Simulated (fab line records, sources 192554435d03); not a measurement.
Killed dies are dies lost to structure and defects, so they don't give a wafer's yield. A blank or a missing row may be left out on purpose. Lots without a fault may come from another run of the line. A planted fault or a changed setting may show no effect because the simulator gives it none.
fab line records | flow n5_finfet
record lots=10 wafers=30 last_day=17
route steps=1938 shown BEOL_M15@1809 TV_OPEN@1888 PASSIVATION@1908
lots that met no fault: from a run of the same line without faults
start_h: hours from the record's first day to the start of the lot's first wafer shown | wait_h: hours since the lot's step before | " the same as in the row above | L1.1+2: a row that stands for several wafers | - no value, or no start given | * or withheld: withheld | < > ~ a bound
route shown NAME@n: a module of which the file shows steps, and the number in the route of the first | usual: mean/standard deviation of fault-free wafers | same: alike in all rows | chamber/n: place in a boat | sites: the reading at each site | _std_site: their standard deviation | _edge_site: outer sites' mean less inner sites' | radius_mm: how far each site lies from the wafer's centre | mask NAME#n: copy n | behind: the tool/chamber that last shaped the wafer | hold: why the lot was held/for how many hours/how that ended | device: the transistor (n, p or np) that didn't switch | end of line: the same wafers' tests at the end of the route | a step without rows: its recipe alone | killed: dies lost to structure and defects at the first sort, not the wafer's yield | map: a wafer's dies, x killed, . not, _ none there
set.NAME: the setting as run; set.NAME@STEP: as run at that earlier step | model.NAME: the simulator's own value behind a step, which no gauge read
steps of the route over a sample of lots; a table a step, a row a wafer
services: from which hour (start_h, from the record's first day; less than 0 if before it) a tool's chamber was out of use, for how many hours, and why
## steps
# step N5_BEOL_M15_TRENCH_ETCH_34
# recipe chemistry=C4F8/O2/Ar target=SiO2 target_depth_a=8729.3 he_inner_torr=15 he_outer_torr=30 time_s=199 ion_energy_ev=800 pressure_mtorr=20 source_w=1905 bias_w=2040 Ar_flow_sccm=400 C4F8_flow_sccm=16 O2_flow_sccm=12
# usual C4F8_flow_sccm=16.00/0.048 O2_flow_sccm=12.00/0.035 drypump_motor_current_A=5.65/0.29 oes_product_au=0.76/0.068 rf_vpp_V=2207/24 showerhead_plenum_p_Torr=3.32/0.14 throttle_valve_pct=30.78/0.23
# columns lot.wafer tool chamber start_h wait_h C4F8_flow_sccm O2_flow_sccm drypump_motor_current_A oes_product_au rf_hours_counter_h rf_vpp_V showerhead_plenum_p_Torr throttle_valve_pct
L453.3 rie_diel-04 1 246.43 0.0 16.05 11.98 5.11 0.70 239 2223 3.26 31.24
L453.4 " 2 " " 16.03 11.99 5.83 0.73 - 2197 3.19 30.81
L453.6 " 1 " " 16.02 11.98 5.11 0.70 - 2221 3.26 31.25
L459.2 rie_diel-01 0 282.00 0.0 15.95 12.05 5.71 0.78 114 2200 3.47 30.57
L459.3 " 2 " " 15.97 12.00 5.72 0.76 151 2234 3.43 30.36
L459.4 " 3 " " 15.91 12.00 5.57 0.73 182 2202 3.18 31.08
L462.1 rie_diel-01 0 289.09 0.0 16.07 11.99 5.72 0.79 117 2200 3.46 30.59
L462.5 " 3 " " 15.98 11.93 5.56 0.72 - 2202 3.18 31.07
L462.6 " 2 " " 15.94 12.00 5.75 0.76 - 2233 3.43 30.38
L461.2 rie_diel-01 3 302.23 0.0 16.07 11.97 5.54 0.72 189 2202 3.18 31.08
L461.3 " 0 " " 15.93 11.98 5.69 0.78 122 2199 3.46 30.60
L461.4 " 1 " " 15.93 11.98 5.99 0.69 211 2235 3.54 30.67
L466.2 rie_diel-01 3 328.88 0.0 16.03 12.02 5.52 0.71 198 2203 3.17 31.10
L466.4 " 2 " " 16.01 12.01 5.76 0.75 166 2233 3.42 30.40
L466.5 " 0 " " 16.04 11.96 5.66 0.77 - 2198 3.46 30.59
L468.2 rie_diel-04 0 344.45 0.0 16.00 11.97 5.21 0.90 30 2191 3.35 30.43
L468.5 " 2 " " 16.06 12.01 5.83 0.70 - 2194 3.17 30.83
L468.6 " 3 " " 16.04 12.05 6.03 0.73 - 2249 3.29 30.63
L472.1 rie_diel-01 2 371.79 0.0 15.99 11.97 5.72 0.73 177 2232 3.42 30.39
L472.3 " 3 " " 15.94 12.02 5.54 0.71 210 2202 3.17 31.10
L472.6 " 3 " " 16.00 11.99 5.51 0.70 - 2200 3.17 31.11
L471.1 rie_diel-01 1 375.67 0.0 16.01 11.99 5.97 0.69 232 2233 3.53 30.67
L471.2 " 0 " " 15.98 12.04 5.71 0.76 143 2198 3.45 30.60
L471.4 " 2 " " 15.96 12.03 5.75 0.73 178 2233 3.42 30.38
L475.2 rie_diel-04 1 387.43 0.0 16.01 12.03 5.10 0.92 24 2259 3.64 30.96
L475.4 " 0 " " 15.91 12.06 5.22 0.87 42 2192 3.35 30.43
L475.6 " 1 " " 15.99 12.01 5.09 0.93 - 2258 3.64 30.96
L476.4 rie_diel-04 2 389.39 0.0 16.02 12.02 5.83 0.70 208 2194 3.16 30.82
L476.5 " 2 " " 15.98 12.06 5.84 0.70 - 2193 3.16 30.83
L476.6 " 3 " " 16.03 12.01 6.04 0.72 - 2247 3.28 30.64
# step N5_PASSIVATION_VIA_ETCH_13
# recipe chemistry=CHF3/O2 target=SiO2 target_depth_a=6600 CHF3_flow_sccm=50 O2_flow_sccm=5 Ar_flow_sccm=200 time_s=330 mask_material=PR pressure_mtorr=30 source_w=650 bias_w=170 ion_energy_ev=200 ends=cleared
# usual O2_flow_sccm=5.001/0.015 drypump_motor_current_A=5.65/0.29 etch_rf_on_time_s=237/3.8 oes_product_au=0.69/0.073 rf_vpp_V=521/6.5 showerhead_plenum_p_Torr=2.34/0.11 throttle_valve_pct=18.78/0.2
# columns lot.wafer tool chamber start_h wait_h O2_flow_sccm drypump_motor_current_A etch_rf_on_time_s oes_product_au rf_hours_counter_h rf_vpp_V showerhead_plenum_p_Torr throttle_valve_pct
L453.3 rie_diel-03 2 257.56 0.0 5.010 5.40 238 0.68 155 510 2.23 18.79
L453.4 " 0 " " 5.012 5.43 243 0.68 158 522 2.22 18.95
L453.6 " 1 " " 4.988 6.07 238 0.76 - 511 2.34 18.65
L459.2 rie_diel-04 0 292.35 0.0 5.023 5.18 236 0.85 13 517 2.36 18.42
L459.3 " 2 " " 4.997 5.81 238 0.65 179 516 2.22 18.88
L459.4 " 0 " " 5.013 5.18 240 0.84 - 516 2.36 18.41
L462.1 rie_diel-04 0 299.92 0.0 4.995 5.17 233 0.84 16 516 2.36 18.43
L462.5 " 2 " " 5.007 5.81 240 0.64 - 518 2.22 18.88
L462.6 " 3 " " 4.995 6.00 239 0.67 - 533 2.31 18.69
L461.2 rie_diel-01 2 314.25 0.0 4.981 5.73 238 0.68 161 527 2.40 18.60
L461.3 " 1 " " 5.003 5.97 236 0.63 214 527 2.49 18.72
L461.4 " 3 " " 4.981 5.59 238 0.65 192 521 2.22 19.14
L466.2 rie_diel-01 2 340.41 0.0 5.018 5.73 234 0.68 169 528 2.40 18.61
L466.4 " 1 " " 5.002 5.98 242 0.62 221 526 2.48 18.72
L466.5 " 0 " " 5.010 5.71 231 0.69 - 517 2.42 18.62
L468.2 rie_diel-03 1 358.75 0.0 4.998 6.10 230 0.75 88 510 2.33 18.68
L468.5 " 2 " " 4.999 5.42 236 0.66 - 510 2.22 18.81
L468.6 " 0 " " 4.997 5.45 236 0.66 - 523 2.21 18.99
L472.1 rie_diel-03 3 385.67 0.0 5.029 5.32 231 0.88 4 524 2.57 18.72
L472.3 " 2 " " 5.011 5.39 235 0.66 192 511 2.22 18.84
L472.6 " 2 " " 5.033 5.42 238 0.65 - 510 2.22 18.86
L471.1 rie_diel-01 2 386.40 0.0 5.011 5.73 233 0.67 182 527 2.40 18.65
L471.2 " 3 " " 5.014 5.55 234 0.64 215 519 2.21 19.18
L471.4 " 3 " " 5.004 5.55 237 0.63 - 518 2.21 19.16
L476.4 rie_diel-01 0 402.21 0.1 5.003 5.67 236 0.68 - 518 2.42 18.63
L476.5 " 3 " " 5.002 5.48 235 0.64 - 520 2.21 19.19
L476.6 " 1 " " 4.997 5.96 242 0.62 - 527 2.47 18.78
L475.2 rie_diel-04 2 405.90 0.0 4.983 5.85 242 0.62 213 519 2.21 18.92
L475.4 " 1 " " 5.008 5.11 235 0.83 30 531 2.56 18.84
L475.6 " 2 " " 4.978 5.81 242 0.63 - 516 2.21 18.93
# step N5_PASSIVATION_DESCUM_32
# recipe chemistry=O2 time_s=7.9 source_power_w=50 bias_power_w=20 pressure_mtorr=20 rf_frequency_hz=2.712e+07 temp_c=40 o2_flow_sccm=225
# usual drypump_motor_current_A=5.8/0.38 o2_flow_sccm=225.1/0.7 oes_product_au=0.82/0.069 rf_vpp_V=243.2/1.5 showerhead_plenum_p_Torr=2.09/0.079 throttle_valve_pct=20.40/0.21
# columns lot.wafer tool chamber start_h wait_h drypump_motor_current_A o2_flow_sccm oes_product_au rf_hours_counter_h rf_vpp_V showerhead_plenum_p_Torr throttle_valve_pct
L453.3 rie_diel-02 2 259.57 0.3 5.6 224.4 0.73 162 241.6 2.00 20.73
L453.4 " 3 " " 6.6 223.8 0.75 127 245.1 2.19 20.28
L453.6 " 3 " " 6.6 224.3 0.75 - 243.4 2.19 20.29
L459.2 rie_diel-02 1 293.74 0.0 5.6 225.1 0.86 49 241.8 2.04 20.22
L459.3 " 0 " " 6.1 226.1 0.86 53 241.6 2.03 20.23
L459.4 " 3 " " 6.6 225.5 0.74 139 244.1 2.19 20.32
L462.1 rie_diel-05 1 301.47 0.0 5.5 227.0 0.90 46 242.5 2.03 20.22
L462.5 " 1 " " 5.4 225.5 0.89 - 243.8 2.03 20.22
L462.6 " 3 " " 5.7 225.3 0.86 - 243.6 2.05 20.40
L461.2 rie_diel-06 0 315.67 0.0 5.7 224.1 0.87 54 245.9 2.21 20.39
L461.3 " 2 " " 6.3 225.1 0.86 61 246.1 2.21 20.11
L461.4 " 0 " " 5.7 223.9 0.87 - 244.6 2.21 20.39
L466.2 rie_diel-02 3 341.77 0.1 6.6 224.9 0.72 157 244.5 2.18 20.35
L466.4 " 0 " " 6.1 224.3 0.84 71 241.1 2.03 20.24
L466.5 " 1 " " 5.6 224.0 0.84 - 242.7 2.03 20.25
L468.2 rie_diel-06 3 360.07 0.0 5.6 224.6 0.85 55 241.0 2.04 20.45
L468.5 " 2 " " 6.3 224.8 0.84 - 243.7 2.20 20.11
L468.6 " 3 " " 5.6 225.1 0.84 - 242.1 2.04 20.43
L472.1 rie_diel-06 1 386.89 0.0 5.2 224.8 0.93 15 244.2 2.14 20.47
L472.3 " 3 " " 5.6 225.7 0.83 66 242.9 2.03 20.46
L472.6 " 2 " " 6.4 225.6 0.81 - 246.1 2.20 20.14
L471.1 rie_diel-05 2 390.60 0.4 6.0 225.4 0.87 45 245.8 2.12 20.49
L471.2 " 0 " " 5.7 224.7 0.77 122 244.1 2.19 20.87
L471.4 " 1 " " 5.5 224.8 0.86 76 240.3 2.02 20.27
L476.4 rie_diel-02 0 403.95 0.0 6.1 225.4 0.82 93 241.3 2.02 20.28
L476.5 " 0 " " 6.1 224.4 0.80 - 242.4 2.02 20.28
L476.6 " 1 " " 5.6 224.5 0.81 - 242.6 2.03 20.29
L475.2 rie_diel-02 0 407.96 0.0 6.1 225.0 0.81 94 242.7 2.02 20.28
L475.4 " 3 " " 6.6 225.3 0.71 180 244.2 2.17 20.36
L475.6 " 0 " " 6.1 224.0 0.81 - 241.8 2.02 20.29
# step N5_PASSIVATION_OVL_MEAS_66
# recipe points_per_wafer=44
# usual PASS_OPEN_OVL=4/6.1
# columns lot.wafer tool chamber start_h wait_h PASS_OPEN_OVL[nm]
L453.3 overlay-01 0 261.91 0.0 0
L453.4 " 0 " " 8
L453.6 " 0 " " 7
L459.2 overlay-02 0 295.57 0.0 2
L459.3 " 0 " " 5
L459.4 " 0 " " 14
L462.1 overlay-02 0 303.28 0.0 -1
L462.5 " 0 " " 4
L462.6 " 0 " " 13
L461.2 overlay-01 0 317.78 0.0 2
L461.3 " 0 " " 11
L461.4 " 0 " " 8
L466.2 overlay-02 0 343.59 0.0 12
L466.4 " 0 " " 1
L466.5 " 0 " " 2
L468.2 overlay-02 0 361.75 0.0 2
L468.5 " 0 " " 0
L468.6 " 0 " " 2
L472.1 overlay-01 0 388.70 0.0 4
L472.3 " 0 " " -2
L472.6 " 0 " " 2
L471.1 overlay-01 0 392.41 0.0 -5
L471.2 " 0 " " 10
L471.4 " 0 " " 13
L476.4 overlay-01 0 405.63 0.0 4
L476.5 " 0 " " -2
L476.6 " 0 " " 2
L475.2 overlay-02 0 409.81 0.0 15
L475.4 " 0 " " 13
L475.6 " 0 " " 15
# step N5_PASSIVATION_PROBE_49
# usual defect_limited_yield=91.1/1.5 killed_at_M0_to_M3=36/11 killed_at_M4_up=13/5 killed_at_contacts=13/5 killed_at_front_end=40/12 killed_at_other=3.3/2.3 killed_dies=106/17 killed_on_rim=13/3.7 killed_open=70/13 killed_short=34/7.6 sort_bin_5_function=5.3/0.96 sort_bin_6_memory=3.3/0.66 sort_n_pass=1074/17 sort_yield_pct=91.1/1.5
# same gross_dies=1180 killed_at_back_side=0 sort_bin_4_leakage[%]=0 sort_bin_8_speed[%]=0
# columns lot.wafer tool chamber start_h wait_h defect_limited_yield[%] killed_at_M0_to_M3 killed_at_M4_up killed_at_contacts killed_at_front_end killed_at_other killed_dies killed_on_rim killed_open killed_short sort_bin_5_function[%] sort_bin_6_memory[%] sort_n_pass sort_yield_pct[%]
L453.3 prober-02 - 265.23 0.1 91.5 31 16 15 37 1 100 14 66 32 4.3 3.8 1080 91.5
L453.4 prober-02 - 265.28 0.2 91.9 33 9 20 29 5 96 14 63 33 4.7 3.3 1084 91.9
L453.6 prober-02 - 265.38 0.3 91.1 35 13 4 45 8 105 10 71 33 5.0 3.7 1075 91.1
L459.2 prober-01 - 298.76 0.1 91.8 33 17 8 38 1 97 12 66 29 4.7 3.0 1083 91.8
L459.3 prober-01 - 298.81 0.1 91.4 32 14 19 34 2 101 18 72 28 5.3 3.1 1079 91.4
L459.4 prober-01 - 298.86 0.2 90.8 54 14 5 29 7 109 10 69 39 6.0 3.1 1071 90.8
L462.1 prober-01 - 306.62 0.0 91.5 45 16 7 25 7 100 17 61 37 5.0 3.2 1080 91.5
L462.5 prober-01 - 306.82 0.2 93.7 22 13 8 25 6 74 11 39 33 3.7 2.5 1106 93.7
L462.6 prober-01 - 306.87 0.3 90.2 56 12 12 34 2 116 13 79 35 6.3 3.1 1064 90.2
L461.2 prober-02 - 321.55 0.1 89.0 69 14 14 33 0 130 23 93 37 7.5 3.3 1050 89.0
L461.3 prober-02 - 321.60 0.1 90.3 47 10 18 40 0 115 13 81 34 5.9 3.7 1065 90.3
L461.4 prober-02 - 321.65 0.2 88.1 34 22 23 59 3 141 18 90 51 7.5 3.9 1039 88.1
L466.2 prober-02 - 346.74 0.1 91.5 28 6 16 47 3 100 15 66 34 5.3 2.9 1080 91.5
L466.4 prober-02 - 346.84 0.2 91.4 24 5 5 64 4 102 16 60 37 5.4 2.4 1078 91.4
L466.5 prober-02 - 346.89 0.2 90.8 30 6 10 56 7 109 10 68 41 5.1 3.6 1071 90.8
L468.2 prober-01 - 364.90 0.1 92.0 25 17 16 31 5 94 14 59 33 5.0 2.6 1086 92.0
L468.5 prober-01 - 365.05 0.2 89.5 57 13 11 42 1 124 18 89 35 6.7 3.7 1056 89.5
L468.6 prober-01 - 365.10 0.3 91.3 39 8 14 38 4 103 18 65 31 4.7 3.2 1077 91.3
L472.1 prober-01 - 391.80 0.0 80.0 15 161 9 47 4 236 11 63 20 13.3 3.3 944 80.0
L472.3 prober-01 - 391.90 0.1 93.8 17 6 16 34 0 73 9 52 21 3.6 2.4 1107 93.8
L472.6 prober-01 - 392.05 0.3 90.8 36 15 11 42 5 109 10 73 35 5.4 3.3 1071 90.8
L471.1 prober-02 - 395.53 0.0 90.0 40 19 11 39 9 118 23 85 28 6.1 3.5 1062 90.0
L471.2 prober-02 - 395.58 0.1 92.5 29 16 3 37 4 89 11 58 31 4.8 2.3 1091 92.5
L471.4 prober-02 - 395.68 0.2 79.0 42 153 12 38 3 248 15 67 35 12.6 4.7 932 79.0
L476.4 prober-01 - 408.88 0.2 92.4 40 11 8 28 3 90 12 58 31 4.3 3.1 1090 92.4
L476.5 prober-01 - 408.93 0.2 91.9 29 15 15 33 4 96 11 58 38 4.2 3.6 1084 91.9
L476.6 prober-01 - 408.98 0.3 93.1 21 9 13 36 2 81 6 56 24 3.2 3.4 1099 93.1
L475.2 prober-02 - 412.96 0.1 90.1 43 12 15 43 4 117 13 78 36 5.4 4.2 1063 90.1
L475.4 prober-02 - 413.06 0.2 88.7 31 19 13 66 4 133 18 80 45 6.8 3.9 1047 88.7
L475.6 prober-02 - 413.16 0.3 90.8 20 13 18 55 2 108 9 73 35 5.0 3.7 1072 90.8
# killed by level:class
L453.3 MOL_CONTACT_COAG:geometric_particle:open=14 BEOL_M0_SAQP:geometric_particle:open=11 BEOL_M4:geometric_particle:open=7 DUMMY_GATE:geometric_particle:open=6 GATE_CUT:geometric_particle:short=6 BEOL_M0_SAQP:geometric_particle:short=6 FIN_SAQP:geometric_particle:short=5 BEOL_M1:geometric_particle:short=5
L453.4 MOL_CONTACT_COAG:geometric_particle:open=15 BEOL_M2:geometric_particle:open=10 FIN_SAQP:geometric_particle:short=5 MOL_CONTACT_COAG:geometric_particle:short=5 BEOL_M0_SAQP:geometric_particle:open=5 BEOL_M0:geometric_particle:open=5 BEOL_M1:geometric_particle:open=4 STI_FIN_REVEAL:geometric_particle:open=4
L453.6 BEOL_M0:geometric_particle:open=12 FIN_SAQP:geometric_particle:short=10 DUMMY_GATE:geometric_particle:open=9 GATE_CUT:geometric_particle:short=6 BEOL_M0_SAQP:geometric_particle:open=6 FIN_SAQP:geometric_particle:open=5 PASS1_CAP:geometric_particle:open=5 STI_FIN_REVEAL:geometric_particle:open=4
L459.2 BEOL_M4:geometric_particle:open=12 BEOL_M2:geometric_particle:open=9 FIN_SAQP:geometric_particle:open=7 MOL_CONTACT_COAG:geometric_particle:open=7 FIN_SAQP:geometric_particle:short=6 GATE_CUT:geometric_particle:open=6 GATE_CUT:geometric_particle:short=6 BEOL_M1:geometric_particle:open=6
L459.3 MOL_CONTACT_COAG:geometric_particle:open=14 STI_FIN_REVEAL:geometric_particle:open=11 BEOL_M4:geometric_particle:open=8 BEOL_M1:geometric_particle:open=7 FIN_SAQP:geometric_particle:short=5 MOL_CONTACT_COAG:geometric_particle:short=5 BEOL_M0:geometric_particle:open=5 FIN_SAQP:geometric_particle:open=4
L459.4 BEOL_M0_SAQP:geometric_particle:short=17 BEOL_M1:geometric_particle:open=13 BEOL_M0_SAQP:geometric_particle:open=9 BEOL_M4:geometric_particle:open=8 BEOL_M2:geometric_particle:open=7 STI_FIN_REVEAL:geometric_particle:open=6 MOL_CONTACT_COAG:geometric_particle:open=5 DUMMY_GATE:geometric_particle:open=5
L462.1 BEOL_M0_SAQP:geometric_particle:open=12 BEOL_M1:geometric_particle:open=9 BEOL_M0_SAQP:geometric_particle:short=8 BEOL_M4:geometric_particle:open=8 MOL_CONTACT_COAG:geometric_particle:open=7 GATE_CUT:geometric_particle:short=5 BEOL_M3:geometric_particle:open=5 BEOL_M0:geometric_particle:open=4
L462.5 STI_FIN_REVEAL:geometric_particle:open=8 FIN_SAQP:geometric_particle:short=7 BEOL_M1:geometric_particle:open=7 BEOL_M0_SAQP:geometric_particle:short=6 BEOL_M4:geometric_particle:open=5 MOL_CONTACT_COAG:geometric_particle:open=4 MOL_CONTACT_COAG:geometric_particle:short=4 MIM_TOP:geometric_particle:open=4
L462.6 BEOL_M0_SAQP:geometric_particle:short=14 BEOL_M1:geometric_particle:open=12 MOL_CONTACT_COAG:geometric_particle:open=11 BEOL_M0_SAQP:geometric_particle:open=10 BEOL_M2:geometric_particle:open=10 STI_FIN_REVEAL:geometric_particle:open=7 FIN_SAQP:geometric_particle:open=5 FIN_SAQP:geometric_particle:short=5
L461.2 MOL_CONTACT_COAG:geometric_particle:open=12 BEOL_M0_SAQP:geometric_particle:open=12 BEOL_M3:geometric_particle:open=11 BEOL_M0:geometric_particle:open=10 BEOL_M1:geometric_particle:open=10 BEOL_M2:geometric_particle:open=9 BEOL_M4:geometric_particle:open=9 DUMMY_GATE:geometric_particle:open=8
L461.3 BEOL_M1:geometric_particle:open=16 MOL_CONTACT_COAG:geometric_particle:open=15 FIN_SAQP:geometric_particle:open=8 FIN_SAQP:geometric_particle:short=8 BEOL_M3:geometric_particle:open=8 BEOL_M0_SAQP:geometric_particle:open=6 STI_FIN_REVEAL:geometric_particle:open=5 DUMMY_GATE:geometric_particle:open=5
L461.4 MOL_CONTACT_COAG:geometric_particle:open=14 FIN_SAQP:geometric_particle:open=12 STI_FIN_REVEAL:geometric_particle:open=12 BEOL_M1:geometric_particle:open=12 FIN_SAQP:geometric_particle:short=9 BEOL_M4:geometric_particle:open=9 MOL_CONTACT_COAG:geometric_particle:short=9 GATE_CUT:geometric_particle:short=8
L466.2 MOL_CONTACT_COAG:geometric_particle:open=12 FIN_SAQP:geometric_particle:open=10 BEOL_M0_SAQP:geometric_particle:short=9 BEOL_M2:geometric_particle:open=9 FIN_SAQP:geometric_particle:short=5 GATE_CUT:geometric_particle:short=5 BEOL_M0_SAQP:geometric_particle:open=5 MOL_CONTACT_COAG:geometric_particle:short=4
L466.4 FIN_SAQP:geometric_particle:open=15 STI_FIN_REVEAL:geometric_particle:open=14 FIN_SAQP:geometric_particle:short=12 BEOL_M0:geometric_particle:open=6 BEOL_M0_SAQP:geometric_particle:open=5 STARTING-WAFER:geometric_particle:short=5 HKMG_FIN:area_etch=5 BEOL_M2:geometric_particle:open=4
L466.5 FIN_SAQP:geometric_particle:open=19 STI_FIN_REVEAL:geometric_particle:open=16 FIN_SAQP:geometric_particle:short=12 BEOL_M0_SAQP:geometric_particle:short=10 BEOL_M2:geometric_particle:open=8 MOL_CONTACT_COAG:geometric_particle:open=6 BEOL_M0_SAQP:geometric_particle:open=6 MOL_CONTACT_COAG:geometric_particle:short=4
L468.2 MOL_CONTACT_COAG:geometric_particle:open=14 BEOL_M1:geometric_particle:open=8 BEOL_M4:geometric_particle:open=8 FIN_SAQP:geometric_particle:short=7 DUMMY_GATE:geometric_particle:open=7 DUMMY_GATE:geometric_particle:short=5 BEOL_M0_SAQP:geometric_particle:short=5 STI_FIN_REVEAL:geometric_particle:open=4
L468.5 BEOL_M0_SAQP:geometric_particle:short=13 BEOL_M0_SAQP:geometric_particle:open=13 BEOL_M3:geometric_particle:open=12 MOL_CONTACT_COAG:geometric_particle:open=10 BEOL_M1:geometric_particle:open=10 DUMMY_GATE:geometric_particle:open=9 STI_FIN_REVEAL:geometric_particle:open=8 BEOL_M2:geometric_particle:open=7
L468.6 MOL_CONTACT_COAG:geometric_particle:open=11 BEOL_M1:geometric_particle:open=9 FIN_SAQP:geometric_particle:short=8 FIN_SAQP:geometric_particle:open=7 DUMMY_GATE:geometric_particle:open=7 BEOL_M0_SAQP:geometric_particle:open=7 BEOL_M3:geometric_particle:open=7 BEOL_M4:geometric_particle:open=6
L472.1 BEOL_M15:unspecified=152 FIN_SAQP:geometric_particle:open=20 MOL_CONTACT_COAG:geometric_particle:open=8 FIN_SAQP:geometric_particle:short=7 BEOL_M1:geometric_particle:open=6 STI_FIN_REVEAL:geometric_particle:open=5 DUMMY_GATE:geometric_particle:open=4 DUMMY_GATE:geometric_particle:short=3
L472.3 MOL_CONTACT_COAG:geometric_particle:open=12 STI_FIN_REVEAL:geometric_particle:open=7 FIN_SAQP:geometric_particle:open=6 STARTING-WAFER:geometric_particle:open=6 MOL_CONTACT_COAG:geometric_particle:short=4 BEOL_M1:geometric_particle:open=4 BEOL_M3:geometric_particle:open=3 DUMMY_GATE:geometric_particle:open=3
L472.6 STI_FIN_REVEAL:geometric_particle:open=12 BEOL_M1:geometric_particle:open=12 FIN_SAQP:geometric_particle:open=10 MOL_CONTACT_COAG:geometric_particle:open=8 BEOL_M4:geometric_particle:open=7 BEOL_M0_SAQP:geometric_particle:open=6 FIN_SAQP:geometric_particle:short=5 BEOL_M1:geometric_particle:short=5
L471.1 BEOL_M0_SAQP:geometric_particle:open=14 FIN_SAQP:geometric_particle:open=13 MOL_CONTACT_COAG:geometric_particle:open=8 BEOL_M4:geometric_particle:open=8 BEOL_M1:geometric_particle:open=7 BEOL_M3:geometric_particle:open=7 FIN_SAQP:geometric_particle:short=6 DUMMY_GATE:geometric_particle:open=6
L471.2 FIN_SAQP:geometric_particle:open=15 BEOL_M4:geometric_particle:open=9 FIN_SAQP:geometric_particle:short=7 BEOL_M2:geometric_particle:open=7 GATE_CUT:geometric_particle:short=5 BEOL_M0_SAQP:geometric_particle:open=5 DUMMY_GATE:geometric_particle:open=4 GATE_CUT:geometric_particle:open=4
L471.4 BEOL_M15:unspecified=146 FIN_SAQP:geometric_particle:open=18 BEOL_M0_SAQP:geometric_particle:open=14 BEOL_M0_SAQP:geometric_particle:short=12 MOL_CONTACT_COAG:geometric_particle:open=8 BEOL_M3:geometric_particle:open=8 GATE_CUT:geometric_particle:short=6 FIN_SAQP:geometric_particle:short=5
L476.4 BEOL_M0_SAQP:geometric_particle:short=9 FIN_SAQP:geometric_particle:open=8 MOL_CONTACT_COAG:geometric_particle:open=8 BEOL_M1:geometric_particle:open=8 BEOL_M3:geometric_particle:open=8 BEOL_M0_SAQP:geometric_particle:open=7 BEOL_M4:geometric_particle:open=5 FIN_SAQP:geometric_particle:short=4
L476.5 MOL_CONTACT_COAG:geometric_particle:open=15 FIN_SAQP:geometric_particle:open=11 FIN_SAQP:geometric_particle:short=8 BEOL_M0_SAQP:geometric_particle:open=6 BEOL_M1:geometric_particle:open=5 BEOL_M3:geometric_particle:open=5 STI_FIN_REVEAL:geometric_particle:open=4 BEOL_M0_SAQP:geometric_particle:short=4
L476.6 FIN_SAQP:geometric_particle:open=11 MOL_CONTACT_COAG:geometric_particle:open=11 FIN_SAQP:geometric_particle:short=6 BEOL_M5:geometric_particle:open=6 BEOL_M3:geometric_particle:open=5 DUMMY_GATE:geometric_particle:open=5 STI_FIN_REVEAL:geometric_particle:open=4 GATE_CUT:geometric_particle:short=4
L475.2 MOL_CONTACT_COAG:geometric_particle:open=13 FIN_SAQP:geometric_particle:open=9 BEOL_M0_SAQP:geometric_particle:open=9 BEOL_M1:geometric_particle:open=9 STI_FIN_REVEAL:geometric_particle:open=8 BEOL_M0_SAQP:geometric_particle:short=8 BEOL_M2:geometric_particle:open=7 FIN_SAQP:geometric_particle:short=6
L475.4 FIN_SAQP:geometric_particle:short=13 STI_FIN_REVEAL:geometric_particle:open=11 MOL_CONTACT_COAG:geometric_particle:open=10 FIN_SAQP:geometric_particle:open=9 GATE_CUT:geometric_particle:short=6 BEOL_M0_SAQP:geometric_particle:short=6 BEOL_M3:geometric_particle:open=5 DUMMY_GATE:geometric_particle:open=5
L475.6 STI_FIN_REVEAL:geometric_particle:open=18 MOL_CONTACT_COAG:geometric_particle:open=14 GATE_CUT:geometric_particle:short=10 STI_FIN_REVEAL:geometric_particle:short=7 DUMMY_GATE:geometric_particle:open=5 BEOL_M0:geometric_particle:open=5 BEOL_M4:geometric_particle:open=5 BEOL_M5:geometric_particle:open=5
## services
# columns tool chamber start_h hours kind
rie_diel-02 2 225.20 7.3 repair
rie_diel-01 3 230.17 3.4 repair
rie_diel-04 0 234.21 - clean
rie_diel-04 0 234.21 - consumable_replace:focus_ring
rie_diel-04 0 234.21 20.6 scheduled_down
rie_diel-04 0 234.21 20.6 vent_cycle
rie_diel-04 - 254.83 0.1 repair
rie_diel-01 2 256.39 8.1 repair
rie_diel-01 1 260.87 12.6 repair
rie_diel-06 - 265.39 0.7 repair
rie_diel-06 - 270.83 0.2 repair
rie_diel-02 0 279.12 2.5 repair
rie_diel-04 1 281.16 - clean
rie_diel-04 1 281.16 - consumable_replace:focus_ring
rie_diel-03 1 285.68 6.9 repair
rie_diel-06 2 288.40 8.9 repair
rie_diel-06 1 304.37 12.7 repair
rie_diel-02 2 312.47 4.1 repair
rie_diel-05 0 342.72 3.9 repair
rie_diel-01 2 359.98 1.5 repair
rie_diel-01 0 380.89 8.4 repair
rie_diel-05 - 388.05 1.4 repair
rie_diel-03 0 392.08 2.0 repair
rie_diel-01 2 395.02 12.0 repair
## key
first_sign step=N5_PASSIVATION_PROBE_49 reading=killed_at_M4_up direction=up sigmas=29 usual=13 struck=157
effect step=N5_PASSIVATION_PROBE_49 reading=defect_limited_yield direction=down sigmas=7.8 usual=91.1 struck=79.5
more_kills_born_at N5_BEOL_M15_TRENCH_ETCH_34@rie_diel-01=298
met_at N5_BEOL_M15_TRENCH_ETCH_34
struck_lots L471,L472
struck_wafers L471.4,L472.1
not_acting_at N5_PASSIVATION_VIA_ETCH_13,N5_PASSIVATION_DESCUM_32,N5_PASSIVATION_OVL_MEAS_66
onset_between 328.88 371.79
fault kind=chamber_particle_source tool=rie_diel-01 chamber=2 onset_h=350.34 steps=N5_BEOL_M15_TRENCH_ETCH_34 rate_per_visit_cm2=1.5368 end_h=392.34
